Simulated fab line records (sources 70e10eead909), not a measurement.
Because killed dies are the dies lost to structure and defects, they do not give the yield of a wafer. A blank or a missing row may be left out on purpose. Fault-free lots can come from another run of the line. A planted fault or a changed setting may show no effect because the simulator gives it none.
What tool caused it? | flow nand harc | 24 lots with 72 wafers sampled at 6 steps, on a route of 1302 steps

== WHAT THE GAUGES SHOWED, per wafer ==
NHARC_P_ZERO_WELL_CD_MEAS_11: target cd 500 nm. Usual: cd nm at 500.6 nm, with a standard deviation of 2.2.
lot  | measured     | on        | cd nm (nm)        | flag
L074 | day 1 21:07  | cd sem-02 | 502.3 502.2 501.8 |
L075 | day 2 07:08  | cd sem-02 | 501.0 500.8 500.7 |
L076 | day 2 17:14  | cd sem-03 | 496.9 496.8 501.0 |
L077 | day 3 03:16  | cd sem-02 | 499.4 501.5 500.1 |
L078 | day 3 13:19  | cd sem-01 | 497.5 501.8 497.1 |
L079 | day 3 23:19  | cd sem-01 | 498.6 498.0 496.9 |
L080 | day 4 09:15  | cd sem-03 | 500.0 497.6 502.1 |
L081 | day 4 19:14  | cd sem-01 | 505.1 500.4 498.3 |
L082 | day 5 05:07  | cd sem-03 | 499.3 498.0 502.0 |
L083 | day 5 15:15  | cd sem-02 | 504.6 498.8 501.9 |
L084 | day 6 01:14  | cd sem-02 | 501.3 500.4 503.3 |
L085 | day 6 11:19  | cd sem-02 | 501.1 496.6 501.9 |
L086 | day 6 21:07  | cd sem-01 | 502.1 497.8 499.7 |
L087 | day 7 07:20  | cd sem-02 | 502.1 500.5 502.3 |
L088 | day 7 17:07  | cd sem-02 | 503.3 500.6 503.1 |
L089 | day 8 03:15  | cd sem-02 | 501.7 501.4 499.3 |
L090 | day 8 13:15  | cd sem-01 | 502.0 503.3 499.1 |
L091 | day 8 23:14  | cd sem-01 | 500.1 497.4 499.3 |
L092 | day 9 09:07  | cd sem-02 | 503.3 499.2 498.9 |
L093 | day 9 19:07  | cd sem-03 | 500.9 504.6 498.5 |
L094 | day 10 05:14 | cd sem-03 | 497.8 500.9 500.7 |
L095 | day 10 15:08 | cd sem-03 | 501.5 500.1 501.3 |
L096 | day 11 01:33 | cd sem-01 | 500.9 502.7 498.4 |
L097 | day 11 11:14 | cd sem-01 | 496.4 499.0 499.2 |

NHARC_P_M0_CD_MEAS_09: target cd 90 nm. Usual: cd nm at 90.5 nm, with a standard deviation of 0.67.
lot  | measured     | on        | cd nm (nm)     | flag
L074 | day 6 07:38  | cd sem-01 | 89.5 90.3 91.3 |
L075 | day 6 15:20  | cd sem-03 | 88.9 90.7 90.5 |
L076 | day 6 20:50  | cd sem-02 | 91.9 91.6 92.4 |
L077 | day 7 15:01  | cd sem-02 | 89.9 91.1 90.7 |
L078 | day 7 17:09  | cd sem-03 | 89.6 89.9 90.7 |
L079 | day 8 05:58  | cd sem-02 | 91.3 90.6 91.2 |
L080 | day 8 23:21  | cd sem-03 | 91.0 91.4 90.8 |
L081 | day 8 21:58  | cd sem-02 | 92.4 91.0 91.1 |
L082 | day 9 10:53  | cd sem-02 | 90.1 90.2 91.6 |
L083 | day 10 03:12 | cd sem-02 | 90.6 90.5 91.2 |
L084 | day 10 11:35 | cd sem-02 | 89.8 91.5 90.7 |
L085 | day 10 20:19 | cd sem-01 | 90.1 90.2 89.7 |
L086 | day 11 09:10 | cd sem-03 | 91.0 90.7 90.9 |
L087 | day 11 08:53 | cd sem-02 | 90.6 89.8 90.4 |
L088 | day 12 03:44 | cd sem-03 | 90.1 90.7 90.1 |
L089 | day 12 04:25 | cd sem-02 | 88.9 90.4 89.9 |
L090 | day 12 19:11 | cd sem-02 | 89.3 89.8 90.5 |
L091 | day 13 05:23 | cd sem-02 | 89.8 90.9 91.2 |
L092 | day 13 10:42 | cd sem-02 | 90.0 90.1 90.0 |
L093 | day 13 22:10 | cd sem-02 | 89.3 90.3 89.7 |
L094 | day 14 06:01 | cd sem-01 | 91.2 89.8 89.7 |
L095 | day 14 21:28 | cd sem-01 | 89.9 91.0 89.8 |
L096 | day 15 05:55 | cd sem-02 | 89.4 89.3 89.9 |
L097 | day 15 12:08 | cd sem-01 | 91.0 91.4 90.8 |

== WHICH TOOL RAN EACH LOT (tool, then ch and the chambers of the sampled wafers, then the start) ==
lot  | NHARC_P_GATE_HM_OPEN_105                      | NHARC_P_GATE_STRIP_112               | NHARC_P_GATE_STRIP_113               | NHARC_P_CONTACT_ALD_22
L074 | rie diel-12 ch 0,2,3, day 5 21:34 or earlier  | plasma asher-02 ch 0,1, day 5 21:34  | plasma asher-01 ch 0,1, day 5 23:15  | ald metal-03 ch 0,1, day 6 05:31
L075 | rie diel-12 ch 0,2,3, day 6 05:20 or earlier  | plasma asher-02 ch 0,1, day 6 05:20  | plasma asher-01 ch 0,1, day 6 06:59  | ald metal-01 ch 1,2, day 6 13:11
L076 | rie diel-08 ch 0,1, day 6 11:01 or earlier    | plasma asher-01 ch 0,1, day 6 11:01  | plasma asher-02 ch 0,1, day 6 12:46  | ald metal-04 ch 0,2,3, day 6 18:42
L077 | rie diel-08 ch 0,1,2, day 7 05:05 or earlier  | plasma asher-02 ch 0,1, day 7 05:05  | plasma asher-02 ch 0,1, day 7 06:56  | ald metal-04 ch 0,1, day 7 12:52
L078 | rie diel-02 ch 0,2, day 7 07:05 or earlier    | plasma asher-01 ch 0,1, day 7 07:05  | plasma asher-02 ch 0,1, day 7 08:49  | ald metal-03 ch 1,3, day 7 15:07
L079 | rie diel-12 ch 0,3, day 7 20:00 or earlier    | plasma asher-02 ch 0,1, day 7 20:00  | plasma asher-02 ch 0,1, day 7 21:51  | ald metal-04 ch 0,2,3, day 8 03:51
L080 | rie diel-02 ch 0,1,2, day 8 13:30 or earlier  | plasma asher-02 ch 0,1, day 8 13:30  | plasma asher-02 ch 0,1, day 8 15:22  | ald metal-01 ch 0,1,2, day 8 21:14
L081 | rie diel-12 ch 0,1, day 8 12:03 or earlier    | plasma asher-02 ch 0,1, day 8 12:03  | plasma asher-01 ch 0,1, day 8 13:44  | ald metal-03 ch 1,2, day 8 19:48
L082 | rie diel-02 ch 0,2,3, day 9 00:46 or earlier  | plasma asher-01 ch 0,1, day 9 00:46  | plasma asher-01 ch 0,1, day 9 02:41  | ald metal-04 ch 0,1,3, day 9 08:44
L083 | rie diel-12 ch 0,1,3, day 9 17:02 or earlier  | plasma asher-02 ch 0,1, day 9 17:02  | plasma asher-01 ch 0,1, day 9 18:37  | ald metal-04 ch 1,2, day 10 00:52
L084 | rie diel-02 ch 2,3, day 10 01:19 or earlier   | plasma asher-02 ch 0,1, day 10 01:19 | plasma asher-02 ch 0,1, day 10 03:04 | ald metal-04 ch 1,2, day 10 09:34
L085 | rie diel-12 ch 0,3, day 10 10:04 or earlier   | plasma asher-02 ch 0,1, day 10 10:04 | plasma asher-01 ch 0,1, day 10 11:56 | ald metal-04 ch 0,2,3, day 10 18:19
L086 | rie diel-08 ch 1,2, day 10 21:26 or earlier   | plasma asher-01 ch 0,1, day 10 21:26 | plasma asher-01 ch 0,1, day 10 23:13 | ald metal-03 ch 1,2, day 11 06:56
L087 | rie diel-08 ch 2,3, day 10 21:01 or earlier   | plasma asher-02 ch 0,1, day 10 21:01 | plasma asher-02 ch 0,1, day 10 22:50 | ald metal-04 ch 0,1,3, day 11 06:46
L088 | rie diel-12 ch 0,2,3, day 11 17:35 or earlier | plasma asher-01 ch 0, day 11 17:35   | plasma asher-02 ch 0,1, day 11 19:26 | ald metal-03 ch 1,2,3, day 12 01:34
L089 | rie diel-12 ch 0,1, day 11 18:22 or earlier   | plasma asher-02 ch 0,1, day 11 18:22 | plasma asher-02 ch 0,1, day 11 20:13 | ald metal-01 ch 1,2, day 12 02:16
L090 | rie diel-08 ch 0,2,3, day 12 09:17 or earlier | plasma asher-01 ch 0,1, day 12 09:17 | plasma asher-02 ch 0,1, day 12 10:58 | ald metal-03 ch 0,1,3, day 12 17:03
L091 | rie diel-08 ch 0,1,2, day 12 19:17 or earlier | plasma asher-01 ch 0,1, day 12 19:17 | plasma asher-01 ch 0,1, day 12 20:59 | ald metal-01 ch 0,1, day 13 03:08
L092 | rie diel-02 ch 0,2, day 13 00:50 or earlier   | plasma asher-02 ch 0,1, day 13 00:50 | plasma asher-01 ch 0,1, day 13 02:26 | ald metal-01 ch 0,1,3, day 13 08:35
L093 | rie diel-12 ch 0,1,2, day 13 12:11 or earlier | plasma asher-02 ch 0,1, day 13 12:11 | plasma asher-01 ch 0,1, day 13 14:01 | ald metal-03 ch 0,1,2, day 13 20:09
L094 | rie diel-12 ch 1,3, day 13 19:17 or earlier   | plasma asher-01 ch 0,1, day 13 19:17 | plasma asher-02 ch 0,1, day 13 21:08 | ald metal-04 ch 0,1, day 14 03:52
L095 | rie diel-12 ch 2,3, day 14 11:40 or earlier   | plasma asher-01 ch 0,1, day 14 11:40 | plasma asher-01 ch 0,1, day 14 13:22 | ald metal-04 ch 0,3, day 14 19:17
L096 | rie diel-08 ch 0,1,3, day 14 19:40 or earlier | plasma asher-01 ch 0,1, day 14 19:40 | plasma asher-02 ch 0,1, day 14 21:44 | ald metal-03 ch 2,3, day 15 03:47
L097 | rie diel-02 ch 0,3, day 15 02:07 or earlier   | plasma asher-02 ch 0,1, day 15 02:07 | plasma asher-01 ch 0,1, day 15 03:58 | ald metal-04 ch 1,3, day 15 10:04
- NHARC_P_GATE_HM_OPEN_105: chemistry O2/COS, target depth 360 nm.
- NHARC_P_GATE_STRIP_112: strips in N2/H2, time 200 s.
- NHARC_P_GATE_STRIP_113: strips in N2/H2, time 740 s.
- NHARC_P_CONTACT_ALD_22: deposits TiN, target thk 3 nm, pulse time 1 s, ald cycles 150.

== WHAT THE TOOLS THEMSELVES READ (means of the sampled wafers that have a number; where no wafer has one, the mark that the record gives instead) ==
NHARC_P_GATE_HM_OPEN_105. Usual: drypump motor current A 5.5 A, standard deviation 0.4; oes product au 0.999 a.u., standard deviation 0.011; rf vpp V 466.8 V, standard deviation 2.5; showerhead plenum p Torr 3.11 Torr, standard deviation 0.12; throttle valve pct 28.329 %, standard deviation 0.0096.
lot  | tool        | drypump motor current A (A) | oes product au (a.u.) | rf vpp V (V) | showerhead plenum p Torr (Torr) | throttle valve pct (%) | flag
L074 | rie diel-12 | 5.7                         | 1.009                 | 467.1        | 3.13                            | 28.333                 |
L075 | rie diel-12 | 5.6                         | 1.016                 | 467.6        | 3.13                            | 28.330                 |
L076 | rie diel-08 | 5.6                         | 0.997                 | 463.9        | 2.98                            | 28.335                 |
L077 | rie diel-08 | 5.4                         | 0.986                 | 463.8        | 2.96                            | 28.325                 |
L078 | rie diel-02 | 5.0                         | 0.992                 | 470.8        | 3.25                            | 28.319                 |
L079 | rie diel-12 | 5.8                         | 1.000                 | 466.1        | 3.09                            | 28.334                 |
L080 | rie diel-02 | 5.3                         | 0.993                 | 469.2        | 3.23                            | 28.326                 |
L081 | rie diel-12 | 5.5                         | 0.984                 | 465.0        | 3.02                            | 28.323                 |
L082 | rie diel-02 | 5.2                         | 0.996                 | 469.9        | 3.25                            | 28.332                 |
L083 | rie diel-12 | 5.7                         | 0.991                 | 466.4        | 3.08                            | 28.338                 |
L084 | rie diel-02 | 5.0                         | 1.000                 | 469.1        | 3.25                            | 28.340                 |
L085 | rie diel-12 | 5.8                         | 1.000                 | 466.4        | 3.09                            | 28.329                 |
L086 | rie diel-08 | 5.2                         | 1.012                 | 463.4        | 2.94                            | 28.338                 |
L087 | rie diel-08 | 5.9                         | 0.991                 | 466.6        | 3.09                            | 28.330                 |
L088 | rie diel-12 | 5.7                         | 1.009                 | 467.2        | 3.13                            | 28.322                 |
L089 | rie diel-12 | 5.4                         | 0.997                 | 465.6        | 3.00                            | 28.313                 |
L090 | rie diel-08 | 5.8                         | 0.997                 | 464.4        | 3.02                            | 28.322                 |
L091 | rie diel-08 | 5.4                         | 0.995                 | 464.1        | 2.96                            | 28.328                 |
L092 | rie diel-02 | 5.0                         | 1.002                 | 469.9        | 3.25                            | 28.328                 |
L093 | rie diel-12 | 5.4                         | 0.998                 | 466.1        | 3.05                            | 28.325                 |
L094 | rie diel-12 | 5.5                         | 1.000                 | 465.5        | 3.06                            | 28.327                 |
L095 | rie diel-12 | 5.5                         | 1.002                 | 468.2        | 3.16                            | 28.335                 |
L096 | rie diel-08 | 5.6                         | 1.001                 | 465.3        | 3.04                            | 28.331                 |
L097 | rie diel-02 | 5.3                         | 1.000                 | 469.1        | 3.25                            | 28.333                 |

NHARC_P_GATE_STRIP_112. Usual: drypump motor current A 5.50 A, standard deviation 0.19; heater power w 92 W, standard deviation 10.
lot  | tool            | drypump motor current A (A) | heater power w (W) | flag
L074 | plasma asher-02 | 5.36                        | 97                 |
L075 | plasma asher-02 | 5.33                        | 97                 |
L076 | plasma asher-01 | 5.68                        | 83                 |
L077 | plasma asher-02 | 5.31                        | 100                |
L078 | plasma asher-01 | 5.71                        | 83                 |
L079 | plasma asher-02 | 5.39                        | 97                 |
L080 | plasma asher-02 | 5.36                        | 97                 |
L081 | plasma asher-02 | 5.31                        | 100                |
L082 | plasma asher-01 | 5.69                        | 82                 |
L083 | plasma asher-02 | 5.32                        | 101                |
L084 | plasma asher-02 | 5.31                        | 100                |
L085 | plasma asher-02 | 5.32                        | 99                 |
L086 | plasma asher-01 | 5.72                        | 85                 |
L087 | plasma asher-02 | 5.37                        | 97                 |
L088 | plasma asher-01 | 5.66                        | 87                 |
L089 | plasma asher-02 | 5.38                        | 101                |
L090 | plasma asher-01 | 5.73                        | 79                 |
L091 | plasma asher-01 | 5.70                        | 83                 |
L092 | plasma asher-02 | 5.37                        | 101                |
L093 | plasma asher-02 | 5.38                        | 102                |
L094 | plasma asher-01 | 5.74                        | 78                 |
L095 | plasma asher-01 | 5.73                        | 78                 |
L096 | plasma asher-01 | 5.74                        | 79                 |
L097 | plasma asher-02 | 5.33                        | 103                |

NHARC_P_GATE_STRIP_113. Usual: drypump motor current A 5.54 A, standard deviation 0.2; heater power w 90 W, standard deviation 11.
lot  | tool            | drypump motor current A (A) | heater power w (W) | flag
L074 | plasma asher-01 | 5.75                        | 80                 |
L075 | plasma asher-01 | 5.71                        | 82                 |
L076 | plasma asher-02 | 5.34                        | 98                 |
L077 | plasma asher-02 | 5.38                        | 96                 |
L078 | plasma asher-02 | 5.32                        | 100                |
L079 | plasma asher-02 | 5.36                        | 98                 |
L080 | plasma asher-02 | 5.36                        | 97                 |
L081 | plasma asher-01 | 5.70                        | 84                 |
L082 | plasma asher-01 | 5.71                        | 83                 |
L083 | plasma asher-01 | 5.74                        | 78                 |
L084 | plasma asher-02 | 5.34                        | 99                 |
L085 | plasma asher-01 | 5.70                        | 84                 |
L086 | plasma asher-01 | 5.72                        | 83                 |
L087 | plasma asher-02 | 5.32                        | 101                |
L088 | plasma asher-02 | 5.33                        | 103                |
L089 | plasma asher-02 | 5.36                        | 100                |
L090 | plasma asher-02 | 5.34                        | 102                |
L091 | plasma asher-01 | 5.72                        | 84                 |
L092 | plasma asher-01 | 5.72                        | 79                 |
L093 | plasma asher-01 | 5.76                        | 78                 |
L094 | plasma asher-02 | 5.36                        | 99                 |
L095 | plasma asher-01 | 5.71                        | 83                 |
L096 | plasma asher-02 | 5.34                        | 104                |
L097 | plasma asher-01 | 5.69                        | 84                 |

NHARC_P_CONTACT_ALD_22. Usual: heater power w 1093 W, standard deviation 130; precursor pulse height rel 1.001, standard deviation 0.021; susceptor temp C 450.00 C, standard deviation 0.23.
lot  | tool         | heater power w (W) | precursor pulse height rel | susceptor temp C (C) | flag
L074 | ald metal-03 | 1133               | 0.998                      | 449.75               |
L075 | ald metal-01 | 1128               | 1.019                      | 450.07               |
L076 | ald metal-04 | 1111               | 1.018                      | 449.78               |
L077 | ald metal-04 | 1089               | 0.983                      | 449.93               |
L078 | ald metal-03 | 1076               | 0.991                      | 450.17               |
L079 | ald metal-04 | 1100               | 1.007                      | 449.98               |
L080 | ald metal-01 | 1172               | 0.990                      | 449.92               |
L081 | ald metal-03 | 1010               | 1.007                      | 449.95               |
L082 | ald metal-04 | 1122               | 1.004                      | 450.06               |
L083 | ald metal-04 | 972                | 0.978                      | 450.36               |
L084 | ald metal-04 | 982                | 0.987                      | 450.14               |
L085 | ald metal-04 | 1092               | 1.014                      | 449.68               |
L086 | ald metal-03 | 1020               | 1.005                      | 449.91               |
L087 | ald metal-04 | 1112               | 0.993                      | 450.09               |
L088 | ald metal-03 | 1041               | 0.999                      | 449.91               |
L089 | ald metal-01 | 1198               | 1.002                      | 449.93               |
L090 | ald metal-03 | 1137               | 1.003                      | 450.15               |
L091 | ald metal-01 | 1267               | 0.994                      | 450.15               |
L092 | ald metal-01 | 1176               | 1.002                      | 449.85               |
L093 | ald metal-03 | 1117               | 0.976                      | 449.95               |
L094 | ald metal-04 | 1221               | 1.001                      | 449.99               |
L095 | ald metal-04 | 1128               | 1.017                      | 449.97               |
L096 | ald metal-03 | 1036               | 1.004                      | 450.12               |
L097 | ald metal-04 | 994                | 1.003                      | 450.12               |

== THE ANSWER, worked out from the rows above alone ==
Rule: take the mean of a lot's wafers that have a number; if it is more than 3 standard deviations from the usual mean, the lot is off. A lot without any number at a reading at which 4 lots or more have one is off too. Any other lot the step has rows for is counted as sound. After the gauges, taken in route order, come the tools' own readings; for these a lot's mean is taken, as printed above. At the first step where some lot is off, the reading lying furthest off is the one used; lots without a number count as furthest.
No lot is off at any reading shown: from this, nothing can be told.

== WHAT THE SIMULATOR HAD PUT IN ==
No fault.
